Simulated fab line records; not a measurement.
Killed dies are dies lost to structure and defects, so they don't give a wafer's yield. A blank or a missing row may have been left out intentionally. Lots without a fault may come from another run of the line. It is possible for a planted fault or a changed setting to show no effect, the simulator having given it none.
A lot that was struck, set against a sound lot ; flow nand harc ; 20 steps out of a route of 1302
Sound: the wafers L557.3, L557.5, L557.6. Wafers struck: L550.3, L550.4, L550.6. Last of all comes the cause.
Order at every step that has rows: each side's tool, ch and its chambers, its first start. Under that, the readings that differ: sound wafers ; struck wafers ; difference of the means ; sigmas: that difference in standard deviations of wafers without a fault.
alike: words and numbers the same on both sides, and readings whose means are apart by under 2 such deviations; not compared: readings that were withheld, readings missing a value for some wafer, numbers with overlapping values and no deviation given by the record, and bounds like >300 which may hide the same value.
The two part at a step that has a row with sigmas, a row that says differs or no value, or rows on one side only. Numbers that don't overlap but have no deviation are shown without sigmas and don't part them. A reading missing from all wafers of one side parts the sides only when that side holds two or more wafers.

NHARC_P_ZERO_WELL_CD_MEAS_11: the cd target is 500 nm.
  sound on cd sem-01 ch 0, day 9 19:08; struck on cd sem-03 ch 0, day 6 21:15
  alike: cd nm
then, 1 step without rows for these wafers: NHARC_P_ZERO_WELL_HARDBAKE_12 (time 65 s).
NHARC_P_ZERO_WELL_DESCUM_13: chemistry O2, time 3 s.
  sound on rie diel-13 ch 1,2, day 9 19:17; struck on rie diel-04 ch 0,2, day 6 21:25
reading;sound;struck;difference;sigmas
showerhead plenum p Torr (Torr);1.92 1.82 1.92;2.06 2.02 2.02;+0.15;+2
  alike: drypump motor current A, oes product au, rf vpp V, throttle valve pct
  not compared: rf hours counter h
NHARC_P_ZERO_WELL_ETCH_65: etches the open film in N2/H2, target depth 80 nm, overetch 24 nm, time 87.88 s.
  sound on rie diel-13 ch 2,3, day 9 19:22; struck on rie diel-04 ch 1,2, day 6 21:30
  alike: drypump motor current A, oes product au, rf vpp V, showerhead plenum p Torr, throttle valve pct
  not compared: rf hours counter h
NHARC_P_ZERO_WELL_ETCH_62: etches the open film in CHF3/Ar, target depth 13 nm, time 6.5 s.
  sound: rie diel-13 ch 0,1; struck: rie diel-04 ch 0,2,3
  alike: drypump motor current A, oes product au, rf vpp V, showerhead plenum p Torr, throttle valve pct
  not compared: rf hours counter h
NHARC_P_ZERO_WELL_ETCH_63: etches the open film in HBr/Cl2, target depth 120 nm, time 40.1 s.
  sound on rie si-06 ch 0,1,2, day 9 19:34; struck on rie si-06 ch 0,1, day 6 21:41
  alike: drypump motor current A, oes product au, throttle valve pct
  not compared: rf hours counter h
then, 6 steps without rows for these wafers: NHARC_P_ZERO_WELL_STRIP_15 (strips in SPM, time 900 s); NHARC_P_ZERO_WELL_DEHYDRATE_16 (time 120 s); NHARC_P_ZERO_WELL_HMDS_17 (time 30 s); NHARC_P_ZERO_WELL_COAT_18; NHARC_P_ZERO_WELL_SOFTBAKE_19 (time 95 s); NHARC_P_ZERO_WELL_EBR_20.
NHARC_P_ZERO_WELL_EXPOSE_21: exposes mask P NWELL, target cd 720 nm.
  sound on krf scanner-01 ch 0, day 9 20:11; struck on krf scanner-04 ch 0, day 6 22:20
reading;sound;struck;difference;sigmas
exposure dose mJ cm2;22.271 22.277 22.305;23.365 23.347 23.360;+1.073;+47
  alike: mask
then, 2 steps without rows for these wafers: NHARC_P_ZERO_WELL_PEB_22 (peb time 85 s); NHARC_P_ZERO_WELL_DEVELOP_23 (time 70 s).
NHARC_P_ZERO_WELL_CD_MEAS_24: the cd target is 720 nm.
  sound on cd sem-01 ch 0, day 9 20:20; struck on cd sem-03 ch 0, day 6 22:29
reading;sound;struck;difference;sigmas
cd nm (nm);717.9 719.0 716.4;726.3 723.5 729.4;+8.6;+4
then, 1 step without rows for these wafers: NHARC_P_ZERO_WELL_HARDBAKE_25 (time 80 s).
NHARC_P_ZERO_WELL_DESCUM_26: chemistry O2, time 3 s.
  sound on rie diel-10 ch 1,2,3, day 9 20:31; struck on rie diel-13 ch 0,1, day 6 22:40
reading;sound;struck;difference;sigmas
model.P_ZERO_WELL.cd nm (nm);716.2 718.7 716;726.8 723.9 727.5;+9.1;
  alike: drypump motor current A, oes product au, rf vpp V, showerhead plenum p Torr, throttle valve pct
  not compared: rf hours counter h
then, 2 steps without rows for these wafers: NHARC_P_ZERO_WELL_IMPLANT_27; NHARC_END_SORT_01.

## WHERE THEY PART
Last at NHARC_P_ZERO_WELL_CD_MEAS_24 as far as this record goes, first at NHARC_P_ZERO_WELL_DESCUM_13. Later steps at which nothing parts them and some readings are alike: NHARC_P_ZERO_WELL_DESCUM_26.

WHY: what had been put in by the simulator
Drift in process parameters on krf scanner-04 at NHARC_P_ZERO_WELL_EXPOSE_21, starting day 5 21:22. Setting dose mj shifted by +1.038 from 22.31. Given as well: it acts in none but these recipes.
